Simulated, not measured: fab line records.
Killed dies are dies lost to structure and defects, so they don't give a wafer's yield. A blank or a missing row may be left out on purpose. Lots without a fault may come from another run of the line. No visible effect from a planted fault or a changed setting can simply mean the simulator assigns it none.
fab line records -- flow n5Finfet
record lots=3, wafers=9, lastDay=15
route steps=1938 shown BEOL_M5@1119 PASSIVATION@1936
lots that met no fault: taken from a fault-free run of the same line
startH: start of the lot's first displayed wafer, in hours after the record's first day -- waitH: time in hours since the lot's previous step -- " repeats the value in the row above -- L1.1+2: several wafers, shown together as one row -- - either no value or no given start -- * or withheld: withheld -- < > ~ a bound
route shown NAME@n: a module of which the file shows steps, and the number in the route of the first -- usual: mean/standard deviation taken from wafers without a fault -- same: alike in all rows -- chamber/n: place in a boat -- sites: the reading at each site -- _std_site: the standard deviation of these -- _edge_site: inner sites' mean taken away from outer sites' mean -- radiusMm: for every site, how far away it sits from the centre of the wafer -- mask NAME#n: copy n -- behind: the last tool/chamber to shape the wafer -- hold: cause of the lot's hold/its duration in hours/its outcome -- device: the n, p or np transistor that did not switch -- end of line: tests run on the same wafers once the route is complete -- a step given without rows: its recipe and nothing more -- killed: dies lost to structure and defects at the first sort, not the wafer's yield -- map: dies across one wafer; x = killed, . = not, _ = none there
set.NAME: the setting as run; set.NAME@STEP: as run at that earlier step -- model.NAME: the simulator's own value behind a step, which no gauge read
lots at selected steps of the route; one table per step, one row per wafer
services: a tool's chamber out of use, with start hour (startH, from the record's first day; less than 0 if before it), hours out, and reason
## steps
# step N5_BEOL_M5_COAT_71
# recipe resist=underlayer, tempC=205, timeS=60, spinRpm=1500, resistThkNm=5
# step N5_BEOL_M5_COAT_05
# recipe resist=CAR-EUV, spinRpm=1500, resistThkNm=30
# step N5_BEOL_M5_EBR_07
# recipe solvent=PGMEA, ebrWidthMm=1.5
# step N5_BEOL_M5_SOFTBAKE_06
# recipe tempC=110, timeS=60, resist=CAR-EUV
# step N5_BEOL_M5_EXPOSE_08
# recipe maskId=M5, na=0.33, sourceShape=annular, sigmaInner=0.4, sigmaOuter=0.8, polarization=unpolarized, targetCdNm=28, doseMj=35.75
# step N5_BEOL_M5_PEB_09
# recipe pebTempC=100, pebTimeS=60, resist=CAR-EUV
# step N5_BEOL_M5_DEVELOP_10
# recipe developTimeS=30, developer=TMAH, resist=CAR-EUV, rinseLiquid=surfactantRinse, dry=airSpin, devTempC=23
# step N5_BEOL_M5_DESCUM_16
# recipe chemistry=O2, timeS=7, sourcePowerW=50, biasPowerW=20, pressureMtorr=20, rfFrequencyHz=2.712e+07, tempC=40, resist=CAR-EUV, o2FlowSccm=225
# step N5_BEOL_M5_ETCH_72
# recipe chemistry=N2/H2, target=underlayer, targetDepthA=65, maskMaterial=CAR-EUV, timeS=5.2, ionEnergyEv=200, pressureMtorr=30, sourceW=840, biasW=150, n2FlowSccm=200, h2FlowSccm=200, ends=cleared
# step N5_BEOL_M5_ETCH_61
# recipe chemistry=CF4, target=SiARC, targetDepthA=156, maskMaterial=CAR-EUV, timeS=26, ionEnergyEv=80, pressureMtorr=40, sourceW=545, biasW=36, Ar_flow_sccm=100, cf4FlowSccm=100, ends=cleared
# usual chamberPressureMTorr=40.00/0.034, drypumpMotorCurrentA=5.8/0.31, etchRfOnTimeS=25.9/0.48, oesProductAu=0.67/0.058, rfVppV=184.4/1.2, showerheadPlenumPTorr=2.18/0.07, throttleValvePct=15.59/0.23
lot.wafer,tool,chamber,startH,waitH,chamberPressureMTorr,drypumpMotorCurrentA,etchRfOnTimeS,oesProductAu,rfHoursCounterH,rfVppV,showerheadPlenumPTorr,throttleValvePct
L702.1,rieDiel-03,0,181.54,0.0,40.01,5.2,24.9,0.81,13,184.7,2.18,15.32
L702.2,rieDiel-03,1,181.54,0.0,40.00,5.9,25.7,0.61,193,183.6,2.22,16.06
L702.5,rieDiel-03,1,181.54,0.0,39.94,5.9,25.2,0.62,-,184.8,2.22,16.05
L705.4,rieDiel-04,2,204.37,0.0,39.97,6.1,27.0,0.64,-,186.1,2.22,15.26
L705.5,rieDiel-04,0,204.37,0.0,40.01,5.9,25.6,0.63,-,184.7,2.23,15.66
L705.6,rieDiel-04,3,204.37,0.0,39.97,5.5,26.6,0.62,-,182.4,1.97,15.53
L716.2,rieDiel-03,1,266.18,0.0,39.93,5.9,25.5,0.60,220,182.7,2.21,16.10
L716.4,rieDiel-03,2,266.18,0.0,39.96,5.4,25.5,0.65,134,183.9,2.15,15.65
L716.6,rieDiel-03,2,266.18,0.0,40.02,5.4,25.5,0.66,-,183.7,2.15,15.66
# step N5_BEOL_M5_ETCH_62
# recipe chemistry=N2/H2, target=SOC, targetDepthA=750, overetchA=150, maskMaterial=SiARC, tempC=40, timeS=112.5, ionEnergyEv=200, pressureMtorr=30, sourceW=840, biasW=150, n2FlowSccm=200, h2FlowSccm=200
# step N5_BEOL_M5_STRIP_63
# recipe chemistry=N2/H2, tempC=40, n2FlowSccm=200, h2FlowSccm=200, rfFrequencyHz=6e+07
# step N5_BEOL_M5_STRIP_73
# recipe chemistry=N2/H2, tempC=40, n2FlowSccm=200, h2FlowSccm=200, rfFrequencyHz=6e+07
# step N5_BEOL_M5_STRIP_64
# recipe chemistry=CF4, resist=SiARC, powerW=300, biasPowerW=75, pressureMtorr=50, cf4FlowSccm=150, rfFrequencyHz=6e+07
# step N5_BEOL_M5_HM_OPEN_17
# recipe chemistry=Cl2/BCl3, targetDepthA=200, overetchA=60, target=TiN, maskMaterial=SOC, ionEnergyEv=150, pressureMtorr=10, icpW=1000, biasW=126, Cl2_flow_sccm=53.25, bcl3FlowSccm=21.75, Ar_flow_sccm=25
# step N5_BEOL_M5_STRIP_19
# recipe chemistry=O2, powerW=400, tempC=40, pressureMtorr=30, rfFrequencyHz=6e+07, biasPowerW=0, overashFraction=0.2, o2FlowSccm=225
# step N5_BEOL_M5_COAT_65
# recipe resist=SOC, tempC=250, timeS=60, spinRpm=1500, resistThkNm=60
# step N5_BEOL_M5_COAT_66
# recipe resist=SiARC, tempC=220, timeS=60, spinRpm=1500, resistThkNm=12
# step N5_BEOL_M5_COAT_74
# recipe resist=underlayer, tempC=205, timeS=60, spinRpm=1500, resistThkNm=5
# step N5_BEOL_M5_COAT_22
# recipe resist=CAR-EUV, spinRpm=1500, resistThkNm=30
# step N5_BEOL_M5_EBR_24
# recipe solvent=PGMEA, ebrWidthMm=1.5
# step N5_BEOL_M5_SOFTBAKE_23
# recipe tempC=110, timeS=60, resist=CAR-EUV
# step N5_BEOL_M5_EXPOSE_25
# recipe maskId=V4, na=0.33, sourceShape=quasar, sigmaInner=0.2, sigmaOuter=0.6, polarization=unpolarized, defocusNm=10, doseMj=52.75
# step N5_BEOL_M5_PEB_26
# recipe pebTempC=100, pebTimeS=60, resist=CAR-EUV
# step N5_BEOL_M5_DEVELOP_27
# recipe developTimeS=30, developer=TMAH, resist=CAR-EUV, rinseLiquid=surfactantRinse, dry=airSpin, devTempC=23
# step N5_BEOL_M5_DESCUM_33
# recipe chemistry=O2, timeS=7, sourcePowerW=50, biasPowerW=20, pressureMtorr=20, rfFrequencyHz=2.712e+07, tempC=40, resist=CAR-EUV, o2FlowSccm=225
# step N5_BEOL_M5_ETCH_75
# recipe chemistry=N2/H2, target=underlayer, targetDepthA=65, maskMaterial=CAR-EUV, timeS=5.2, ionEnergyEv=200, pressureMtorr=30, sourceW=840, biasW=150, n2FlowSccm=200, h2FlowSccm=200, ends=cleared
# step N5_BEOL_M5_ETCH_67
# recipe chemistry=CF4, target=SiARC, targetDepthA=156, maskMaterial=CAR-EUV, timeS=26, ionEnergyEv=80, pressureMtorr=40, sourceW=545, biasW=36, Ar_flow_sccm=100, cf4FlowSccm=100, ends=cleared
# step N5_BEOL_M5_ETCH_68
# recipe chemistry=N2/H2, target=SOC, targetDepthA=800, overetchA=160, maskMaterial=SiARC, tempC=40, timeS=120, ionEnergyEv=200, pressureMtorr=30, sourceW=840, biasW=150, n2FlowSccm=200, h2FlowSccm=200
# step N5_BEOL_M5_STRIP_69
# recipe chemistry=N2/H2, tempC=40, n2FlowSccm=200, h2FlowSccm=200, rfFrequencyHz=6e+07
# step N5_BEOL_M5_STRIP_76
# recipe chemistry=N2/H2, tempC=40, n2FlowSccm=200, h2FlowSccm=200, rfFrequencyHz=6e+07
# step N5_BEOL_M5_VIA_ETCH_34
# recipe chemistry=C4F6/O2, target=SiCOH_lowk, targetDepthA=883, maskMaterial=SOC, taperDeg=4, timeS=39.2, ionEnergyEv=250, pressureMtorr=30, sourceW=345, biasW=185, Ar_flow_sccm=300, C4F6_flow_sccm=10, O2_flow_sccm=10
# step N5_BEOL_M5_STRIP_85
# recipe chemistry=C4F6/O2, resist=SiARC, rfFrequencyHz=6e+07
# step N5_BEOL_M5_STRIP_36
# recipe chemistry=N2/H2, powerW=450, tempC=40, pressureMtorr=20, rfFrequencyHz=6e+07, overashFraction=0.3, biasPowerW=7, h2Frac=0.5, n2FlowSccm=200, h2FlowSccm=200
# step N5_BEOL_M5_TRENCH_ETCH_37
# recipe chemistry=C4F6/O2, targetDepthA=716.52, target=SiCOH_lowk, timeS=24.7, ionEnergyEv=250, pressureMtorr=30, sourceW=345, biasW=185, Ar_flow_sccm=300, C4F6_flow_sccm=10, O2_flow_sccm=10
# step N5_PASSIVATION_PROBE_49
# usual defectLimitedYield=91.4/1.5, killed_at_M0_to_M3=33/9.8, killed_at_M4_up=14/5.5, killedAtContacts=12/6.5, killedAtFrontEnd=38/11, killedAtOther=3/3.1, killedDies=101/17, killedOpen=66/13, killedShort=32/7.5, sort_bin_5_function=5.0/1, sort_bin_6_memory=3.2/0.69, sortNPass=1079/17, sortYieldPct=91.4/1.5
# same grossDies=1180, killedAtBackSide=0, sort_bin_4_leakage[%]=0, sort_bin_8_speed[%]=0
lot.wafer,tool,chamber,startH,waitH,defectLimitedYield[%],killed_at_M0_to_M3,killed_at_M4_up,killedAtContacts,killedAtFrontEnd,killedAtOther,killedDies,killedOpen,killedShort,sort_bin_5_function[%],sort_bin_6_memory[%],sortNPass,sortYieldPct[%]
L702.1,prober-01,-,279.91,0.0,90.6,38,8,23,41,1,111,76,33,5.7,3.5,1069,90.6
L702.2,prober-01,-,279.96,0.1,93.5,19,8,11,37,2,77,47,28,4.1,2.4,1103,93.5
L702.5,prober-01,-,280.11,0.2,89.3,25,10,21,64,6,126,85,40,7.6,2.5,1054,89.3
L705.4,prober-02,-,313.56,0.2,88.8,34,21,5,70,2,132,77,48,6.1,4.6,1048,88.8
L705.5,prober-02,-,313.61,0.2,90.0,46,10,17,45,0,118,71,43,5.2,4.4,1062,90.0
L705.6,prober-02,-,313.66,0.3,89.6,40,25,15,37,6,123,77,43,5.0,5.0,1057,89.6
L716.2,prober-01,-,367.35,0.1,89.4,31,59,3,29,3,125,49,24,6.6,3.2,1055,89.4
L716.4,prober-01,-,367.45,0.2,83.7,43,90,4,54,1,192,77,30,9.8,5.3,988,83.7
L716.6,prober-01,-,367.55,0.3,84.4,44,108,5,26,1,184,64,20,10.3,4.1,996,84.4
# killed by level:class
L702.1 MOL_CONTACT_COAG:geometricParticle:open=19 STI_FIN_REVEAL:geometricParticle:open=11 BEOL_M1:geometricParticle:open=10 BEOL_M3:geometricParticle:open=10 FIN_SAQP:geometricParticle:short=8 FIN_SAQP:geometricParticle:open=6 GATE_CUT:geometricParticle:open=5 BEOL_M0_SAQP:geometricParticle:short=5
L702.2 MOL_CONTACT_COAG:geometricParticle:open=8 FIN_SAQP:geometricParticle:short=7 FIN_SAQP:geometricParticle:open=6 STI_FIN_REVEAL:geometricParticle:open=5 BEOL_M2:geometricParticle:open=4 BEOL_M3:geometricParticle:open=4 DUMMY_GATE:geometricParticle:open=3 GATE_CUT:geometricParticle:short=3
L702.5 FIN_SAQP:geometricParticle:open=27 MOL_CONTACT_COAG:geometricParticle:open=17 STARTING-WAFER:geometricParticle:open=7 FIN_SAQP:geometricParticle:short=6 STI_FIN_REVEAL:geometricParticle:open=6 GATE_CUT:geometricParticle:short=6 BEOL_M1:geometricParticle:short=6 BEOL_M1:geometricParticle:open=5
L705.4 STI_FIN_REVEAL:geometricParticle:open=19 FIN_SAQP:geometricParticle:short=16 FIN_SAQP:geometricParticle:open=8 BEOL_M2:geometricParticle:open=6 BEOL_M3:geometricParticle:open=6 STI_FIN_REVEAL:geometricParticle:short=5 DUMMY_GATE:geometricParticle:open=5 BEOL_M1:geometricParticle:open=5
L705.5 FIN_SAQP:geometricParticle:open=15 BEOL_M2:geometricParticle:open=11 FIN_SAQP:geometricParticle:short=11 MOL_CONTACT_COAG:geometricParticle:open=10 MOL_CONTACT_COAG:geometricParticle:short=7 BEOL_M1:geometricParticle:open=7 BEOL_M0_SAQP:geometricParticle:short=6 BEOL_M2:geometricParticle:short=5
L705.6 MOL_CONTACT_COAG:geometricParticle:open=12 FIN_SAQP:geometricParticle:short=10 BEOL_M5:geometricParticle:open=10 BEOL_M0_SAQP:geometricParticle:short=10 BEOL_M0_SAQP:geometricParticle:open=9 STI_FIN_REVEAL:geometricParticle:open=7 BEOL_M4:geometricParticle:open=6 BEOL_M1:geometricParticle:open=5
L716.2 BEOL_M5:unspecified=52 FIN_SAQP:geometricParticle:open=14 BEOL_M2:geometricParticle:open=9 BEOL_M3:geometricParticle:open=6 BEOL_M0_SAQP:geometricParticle:short=5 BEOL_M0_SAQP:geometricParticle:open=5 FIN_SAQP:geometricParticle:short=4 BEOL_M4:geometricParticle:open=4
L716.4 BEOL_M5:unspecified=85 STI_FIN_REVEAL:geometricParticle:open=15 BEOL_M3:geometricParticle:open=15 FIN_SAQP:geometricParticle:open=7 FIN_SAQP:geometricParticle:short=6 BEOL_M0_SAQP:geometricParticle:short=6 BEOL_M2:geometricParticle:open=6 GATE_CUT:geometricParticle:open=5
L716.6 BEOL_M5:unspecified=97 BEOL_M3:geometricParticle:open=23 BEOL_M0_SAQP:geometricParticle:short=6 BEOL_M2:geometricParticle:open=6 STI_FIN_REVEAL:geometricParticle:open=5 MOL_CONTACT_COAG:geometricParticle:open=5 FIN_SAQP:geometricParticle:open=4 GATE_CUT:geometricParticle:open=4
# map L716.4 (x killed, . not)
_________________x.........x.________________
______________......x..........._____________
___________x.x.............x....x..__________
__________....x......x......x..xx..._________
________.x.........xxxxxxxxx....x..x.._______
_______.........x.x.xxxxx.xx.x.........______
______.........x..xxxxxxx.xxxx.........._____
_____...........xx.xxxxxxxxx.............____
____........x.....xxxxxxxxxx............x.___
___............xxxxxxxxxx.xx....xx..x......__
___.x.....x......xxxxxx.xx.xx.x.....x......__
__...x...........xx.xxxxxxxx.........x......_
__...............x.xxx.xxxx.........x.....x._
_..x..........x..x.x.........................
_............x.......x.xx..........x....x....
_........x....x..x.x........................x
_x........................x............x.x...
_...............xx...........x...............
_...x..............x....................x..x.
_........x......x............................
_........................x...................
__...........x..x.x............x............_
__......x.xx..x................x......x....._
___.........x...........x.x.......x....x.x.__
___........x..........................x....__
____...........x.......x..........x.x.....___
_____......x........x....................____
______.................x....x...x.x....._____
_______....x..x.....x....x.....x..x....______
________......................x......._______
__________...x.x.......xx.........x._________
___________...xx...................__________
______________.................._____________
_________________....x.......________________
# map L702.5 (x killed, . not)
_________________x.xx........________________
______________.......x..x......._____________
___________...........x...........x__________
__________...x..x.............x....._________
________......x.............x.......x._______
_______..x....x....x...................______
______...........x..x..x...x............_____
_____............x....xx....x........x...____
____...............x...........x........x.___
___..............................x.....x..x__
___............x..............x...x......x.__
__..........x.....x...x...x..........x....xx_
__..................................x...x..._
_.............xx....x.....x................x.
_........x.......x............x..............
_......x..xx...x..x........x.................
_.............x..x....x......................
_xx................................x.........
_..x................x.............x..x..x....
_.......x....x....x...............x......x...
_..............x........x.x..........x.......
__x...x............x....x....x.............._
__......x............x.....x........x..x...._
___...............xx......x.........x..x...__
___...xx....xx.....................x.......__
____.....x.......x....................x..x___
_____x.x..........x.....x.......x......x.____
______........x..........x.............._____
_______.......x..................x.....______
________x.x.......x..................._______
__________...x..x...............x..x_________
___________............x...........__________
______________......x.x.xxx....._____________
_________________....x.......________________
## services
tool,chamber,startH,hours,kind
rieDiel-04,1,187.05,-,clean
rieDiel-04,1,187.05,-,consumableReplace:focusRing
rieDiel-04,1,187.05,25.7,scheduledDown
rieDiel-04,1,187.05,25.7,ventCycle
rieDiel-04,-,193.45,0.5,repair
## key
firstSign step=N5_PASSIVATION_PROBE_49, reading=killed_at_M4_up, direction=up, sigmas=13, usual=14, struck=86
effect step=N5_PASSIVATION_PROBE_49, reading=defectLimitedYield, direction=down, sigmas=3.8, usual=91.4, struck=85.8
moreKillsBornAt N5_BEOL_M5_ETCH_61@rieDiel-03=234
metAt N5_BEOL_M5_ETCH_61
struckWafers L716.2,L716.4,L716.6
onsetBetween 181.54 266.18
alsoFits time
fault kind=chamberParticleSource, tool=rieDiel-03, chamber=-, onsetH=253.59, steps=N5_BEOL_M5_ETCH_61, ratePerVisitCm2=0.43217, endH=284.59
